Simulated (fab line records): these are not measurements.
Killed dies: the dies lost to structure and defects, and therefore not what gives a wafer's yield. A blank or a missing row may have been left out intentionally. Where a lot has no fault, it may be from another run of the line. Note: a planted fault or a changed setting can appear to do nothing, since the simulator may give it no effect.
Comparing a struck lot with a sound one | flow nand-harc | 39 steps out of a route of 1302
Sound: these wafers, L583.1, L583.5, L583.6. The struck wafers were L592.4, L592.5, L592.6. At the end, the cause is stated.
Order at every step that has rows: each side's tool, ch and its chambers, its first start. Under that, the readings that differ: sound wafers | struck wafers | difference of the means | sigmas: that difference in standard deviations of wafers without a fault.
alike: readings whose means differ by less than 2 such deviations, and words and numbers that are the same on both sides. not compared: withheld readings, readings that some wafer has no value for, bounds like >300 that may hide the same value, and numbers for which the record gives no deviation and whose values overlap.
A row with sigmas, a row that says differs or no value, or rows on one side alone: a step with any of these is where the two part. Non-overlapping numbers with no deviation appear without sigmas and do not part them. A reading that every wafer of one side lacks parts them only if that side has two wafers or more.

first, 11 steps without rows for these wafers: NHARC_A_CONTACT_ETCH_122 (etches the open film in C4F8/O2/Ar, time 190 s, target depth 1850 nm); NHARC_A_CONTACT_ETCH_123 (etches the open film in C4F8/O2/Ar, time 490 s, target depth 2110 nm); NHARC_A_CONTACT_ETCH_90 (etches the open film in CH3F/O2, target depth 40 nm, time 85.7 s); NHARC_A_CONTACT_ETCH_96 (etches the open film in C4F6/O2, target depth 20 nm, time 10 s); NHARC_A_CONTACT_STRIP_99 (strips in N2/H2); NHARC_A_CONTACT_STRIP_100 (strips in CF4/CHF3); NHARC_A_CONTACT_STRIP_101 (strips in O2/COS); NHARC_A_CONTACT_ETCH_102 (etches the open film in CF4/O2, target depth 100 nm, overetch 10 nm, time 55 s); NHARC_A_CONTACT_STRIP_55 (strips in O2); NHARC_A_CONTACT_STRIP_56 (strips in post etch residue remover, time 600 s); NHARC_A_CONTACT_DEP_57 (deposits aC, target thk 5300 nm).
NHARC_A_CONTACT_DEP_58: deposits SiON, target thk 90 nm.
  sound on pecvd-02 ch 0,1,2, day 26 03:56; struck on pecvd-01 ch 0,1,2, day 28 05:23
  alike: heater-power-w
then, 26 steps without rows for these wafers: NHARC_A_CONTACT_DEHYDRATE_59 (time 120 s); NHARC_A_CONTACT_HMDS_60 (time 30 s); NHARC_A_CONTACT_COAT_61 (time 75 s); NHARC_A_CONTACT_COAT_62 (time 65 s); NHARC_A_CONTACT_COAT_63 (resist thk 90 nm); NHARC_A_CONTACT_SOFTBAKE_64 (time 55 s); NHARC_A_CONTACT_EBR_65; NHARC_A_CONTACT_EXPOSE_66 (exposes mask A CC 2); NHARC_A_CONTACT_PEB_67 (peb time 65 s); NHARC_A_CONTACT_DEVELOP_68 (develop time 35 s); NHARC_A_CONTACT_DESCUM_74 (chemistry O2, time 3 s); NHARC_A_CONTACT_ETCH_75 (etches the open film in CF4, target depth 39 nm, time 65 s); NHARC_A_CONTACT_ETCH_76 (etches the open film in N2/H2, target depth 260 nm, time 475.3 s); NHARC_A_CONTACT_ETCH_77 (etches the open film in CF4/CHF3, target depth 108.9 nm, time 54.5 s); NHARC_A_CONTACT_ETCH_78 (etches the open film in O2/COS, target depth 5300 nm, time 1378 s); NHARC_A_CONTACT_ETCH_124 (etches the open film in C4F8/O2/Ar, time 140 s, target depth 700 nm); NHARC_A_CONTACT_ETCH_125 (etches the open film in C4F8/O2/Ar, time 197 s, target depth 1918 nm); NHARC_A_CONTACT_ETCH_126 (etches the open film in C4F8/O2/Ar, time 197 s, target depth 1918 nm); NHARC_A_CONTACT_ETCH_127 (etches the open film in C4F8/O2/Ar, time 197 s, target depth 1918 nm); NHARC_A_CONTACT_ETCH_128 (etches the open film in C4F8/O2/Ar, time 197 s, target depth 1918 nm); NHARC_A_CONTACT_ETCH_129 (etches the open film in C4F8/O2/Ar, time 197 s, target depth 1918 nm); NHARC_A_CONTACT_ETCH_130 (etches the open film in C4F8/O2/Ar, time 197 s, target depth 1918 nm); NHARC_A_CONTACT_ETCH_131 (etches the open film in C4F8/O2/Ar, time 197 s, target depth 1918 nm); NHARC_A_CONTACT_ETCH_132 (etches the open film in C4F8/O2/Ar, time 197 s, target depth 1924 nm); NHARC_A_CONTACT_ETCH_133 (etches the open film in C4F8/O2/Ar, time 374 s, target depth 1610 nm); NHARC_A_CONTACT_ETCH_91 (etches the open film in CH3F/O2, target depth 40 nm, time 85.7 s).
-- record jumps: 3 days between struck wafers' starts before vs after; left off in module A_CONTACT, resumes in module END, first step shown is number 1302 of the route --
NHARC_END_SORT_01:
  at this point the record logs the struck wafers (prober-01 ch 0, day 30 17:41) and has no rows for the sound ones

WHERE THEY PART
At NHARC_END_SORT_01 and nowhere else, as far as this record goes.

WHY: what had been put in by the simulator
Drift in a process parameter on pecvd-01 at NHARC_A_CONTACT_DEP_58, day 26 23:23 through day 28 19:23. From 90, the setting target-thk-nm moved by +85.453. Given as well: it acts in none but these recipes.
